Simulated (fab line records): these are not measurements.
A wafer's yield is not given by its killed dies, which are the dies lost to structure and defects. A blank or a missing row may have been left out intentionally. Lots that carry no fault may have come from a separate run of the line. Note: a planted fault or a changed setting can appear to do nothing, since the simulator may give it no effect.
2 desks, one fault || flow nand harc || every desk sees just its own numbers, and what lay behind them comes last

## THE TOOL OWNER'S DESK: rie diel-08
The tool's own readings at NHARC_P_BONDPAD_STRIP_15 (strips in O2): means of the sampled wafers that have a number, for each lot that ran on this tool. A lot is out of limits, marked OUT, if its mean lies more than 4 standard deviations from the usual mean; the brackets give that distance.
Columns: A = chamber pressure mTorr at NHARC_P_BONDPAD_STRIP_15, usual 60.00 mTorr; B = drypump motor current A at NHARC_P_BONDPAD_STRIP_15, usual 5.7 A; C = oes product au at NHARC_P_BONDPAD_STRIP_15, usual 0.999 a.u.; D = rf vpp V at NHARC_P_BONDPAD_STRIP_15, usual 58.0 V; E = showerhead plenum p Torr at NHARC_P_BONDPAD_STRIP_15, usual 3.57 Torr; F = throttle valve pct at NHARC_P_BONDPAD_STRIP_15, usual 17.036 %
{"lot": "L247", "first seen here": "day 8 09:22", "A": 59.97, "B": 5.6, "C": 0.996, "D": 58.1, "E": 3.60, "F": 17.035}
{"lot": "L255", "first seen here": "day 11 16:11", "A": 59.95, "B": 6.0, "C": 1.011, "D": 58.1, "E": 3.60, "F": 17.035}
{"lot": "L258", "first seen here": "day 12 18:35", "A": 60.02, "B": 5.7, "C": 0.993, "D": 58.0, "E": 3.60, "F": 17.045}
{"lot": "L259", "first seen here": "day 13 12:53", "A": 60.02, "B": 5.7, "C": 1.002, "D": 57.1, "E": 3.60, "F": 17.038}
{"lot": "L260", "first seen here": "day 13 20:15", "A": 60.04, "B": 5.8, "C": 1.002, "D": 57.7, "E": 3.51, "F": 17.042}
{"lot": "L265", "first seen here": "day 15 16:48", "A": 60.01, "B": 6.0, "C": 0.998, "D": 57.2, "E": 3.48, "F": 17.033}
This desk found nothing out of limits on any of the 6 lots.

## THE METROLOGY DESK
Means of the sampled wafers that have a number, per lot and without regard to the tool the lot ran on: this is what the gauges read. A lot is out of limits, marked OUT, if its mean lies more than 4 standard deviations from the usual mean; the brackets give that distance.
Columns: A = overlay x nm at NHARC_P_BONDPAD_OVL_MEAS_38, usual 2 nm; B = overlay y nm at NHARC_P_BONDPAD_OVL_MEAS_38, usual 1 nm
{"lot": "L243", "first seen here": "day 6 14:03", "A": 2, "B": -3}
{"lot": "L245", "first seen here": "day 7 13:44", "A": 4, "B": 2}
{"lot": "L247", "first seen here": "day 8 08:48", "A": -1, "B": 0}
{"lot": "L248", "first seen here": "day 8 14:33", "A": 2, "B": -3}
{"lot": "L250", "first seen here": "day 9 07:08", "A": 2, "B": -10}
{"lot": "L255", "first seen here": "day 11 15:37", "A": 2, "B": 11}
{"lot": "L256", "first seen here": "day 11 19:18", "A": 6, "B": -4}
{"lot": "L258", "first seen here": "day 12 18:03", "A": 14, "B": 2}
{"lot": "L257", "first seen here": "day 12 18:52", "A": 1, "B": -8}
{"lot": "L259", "first seen here": "day 13 12:22", "A": 10, "B": 5}
{"lot": "L260", "first seen here": "day 13 19:42", "A": 5, "B": -1}
{"lot": "L265", "first seen here": "day 15 16:17", "A": 5, "B": 5}
This desk found nothing out of limits on any of the 12 lots.

## PUT TOGETHER
The desk of the tool owner found nothing out of limits.
The metrology desk saw nothing out of limits.

## WHAT WAS PUT IN BY THE SIMULATOR
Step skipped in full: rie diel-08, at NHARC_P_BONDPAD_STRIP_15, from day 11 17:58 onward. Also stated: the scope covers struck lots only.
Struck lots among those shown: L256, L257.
